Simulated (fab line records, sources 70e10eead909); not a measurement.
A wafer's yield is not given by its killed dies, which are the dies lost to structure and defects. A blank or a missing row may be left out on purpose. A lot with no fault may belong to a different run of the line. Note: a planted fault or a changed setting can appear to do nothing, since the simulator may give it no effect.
Which tool was responsible? ; flow nand_harc ; Sampling: 11 lots, 32 wafers, 5 of 1302 route steps

== WHAT EACH GAUGE READ, for each wafer ==
NHARC_END_SORT_01.
lot;measured;on;defect_limited_yield (%)
L893;day 27 20:20;prober-01;95 95 94
L902;day 31 19:25;prober-01;0 93
L903;day 31 18:39;prober-02;93 0 94
L904;day 33 04:27;prober-01;0 94 92

== WHAT TOOL EACH LOT RAN ON (gives the tool, then ch and the chambers of the sampled wafers, and finally the start) ==
lot;NHARC_A_M1_DEP_33;NHARC_A_BONDPAD_DESCUM_11;NHARC_A_BONDPAD_ETCH_12;NHARC_A_BONDPAD_ETCH_24
L885;pecvd-01 ch 0,1,2, day 23 02:07;rie_diel-10 ch 1,3, day 23 04:07;rie_diel-10 ch 0,2,3, day 23 04:18;rie_diel-03 ch 0,1,2, no start
L890;pecvd-04 ch 0,1,2, day 24 14:10;rie_diel-03 ch 0,1,2, day 24 16:02;rie_diel-03 ch 0,2,3, day 24 16:12;rie_diel-11 ch 0,1,3, no start
L892;pecvd-02 ch 1,2, day 26 09:31;rie_diel-03 ch 0,1, day 26 11:32;rie_diel-03 ch 1,2,3, day 26 11:41;rie_diel-03 ch 1,3, no start
L893;pecvd-02 ch 1,2, day 26 11:04;rie_diel-03 ch 0,1, day 26 12:56;rie_diel-03 ch 0,2,3, day 26 13:07;rie_diel-03 ch 0,2, day 27 20:20 or earlier
L894;pecvd-01 ch 0,1,2, day 27 09:25;rie_diel-11 ch 0,2,3, day 27 11:17;rie_diel-11 ch 2,3, day 27 11:28;rie_diel-11 ch 0,3, no start
L895;pecvd-01 ch 0,2, day 28 02:00;rie_diel-03 ch 2,3, day 28 03:47;rie_diel-03 ch 0,1, day 28 03:58;rie_diel-10 ch 1,2,3, no start
L902;pecvd-01 ch 1,2, day 30 05:02;rie_diel-03 ch 0,1, day 30 06:57;rie_diel-03 ch 1,2, day 30 07:07;rie_diel-10 ch 3, day 30 07:30
L903;pecvd-02 ch 0,1,2, day 30 09:39;rie_diel-03 ch 0,1,3, day 30 11:32;rie_diel-03 ch 1,2,3, day 30 11:42;rie_diel-03 ch 1,2,3, day 31 18:39 or earlier
L905;pecvd-01 ch 1,2, day 31 09:49;rie_diel-11 ch 0,1,3, day 31 11:45;rie_diel-11 ch 0,1,2, day 31 11:56;rie_diel-03 ch 0,1,3, no start
L904;pecvd-04 ch 0,1, day 31 11:08;rie_diel-03 ch 0,1, day 31 13:05;rie_diel-03 ch 0,2,3, day 31 13:15;rie_diel-11 ch 0,1,2, day 33 04:27 or earlier
L906;pecvd-01 ch 0,1, day 32 02:01;rie_diel-11 ch 0,1,2, day 32 04:09;rie_diel-11 ch 1,2, day 32 04:19;rie_diel-03 ch 1,2, day 32 04:43
- NHARC_A_M1_DEP_33: deposits SiCN, target thk 30 nm.
- NHARC_A_BONDPAD_DESCUM_11: chemistry O2, time 3 s.
- NHARC_A_BONDPAD_ETCH_12: etches the open film in CHF3/O2, target depth 220 nm, time 110 s.
- NHARC_A_BONDPAD_ETCH_24: etches the open film in CF4/N2, target depth 30 nm, time 72.99 s.

== THE ANSWER, worked out from the rows above alone ==
Rule: what is usual is taken from the lots themselves. The widest of any qualifying gaps counts: lots, ordered by their means at a reading, are off when they make up no more than a third of the lots, leave a main group of 4 or more, and stand apart from it by 3 or more times the standard deviation of that group's means. A main group is skipped when, at the precision printed for the reading in the tables above, its means are all equal. A lot without any number at a reading at which 4 lots or more have one is off too. All remaining lots with rows at the step are treated as sound.
Across all readings shown, no lot is off: no conclusion can be drawn from this.

== WHAT THE SIMULATOR HAD PUT IN ==
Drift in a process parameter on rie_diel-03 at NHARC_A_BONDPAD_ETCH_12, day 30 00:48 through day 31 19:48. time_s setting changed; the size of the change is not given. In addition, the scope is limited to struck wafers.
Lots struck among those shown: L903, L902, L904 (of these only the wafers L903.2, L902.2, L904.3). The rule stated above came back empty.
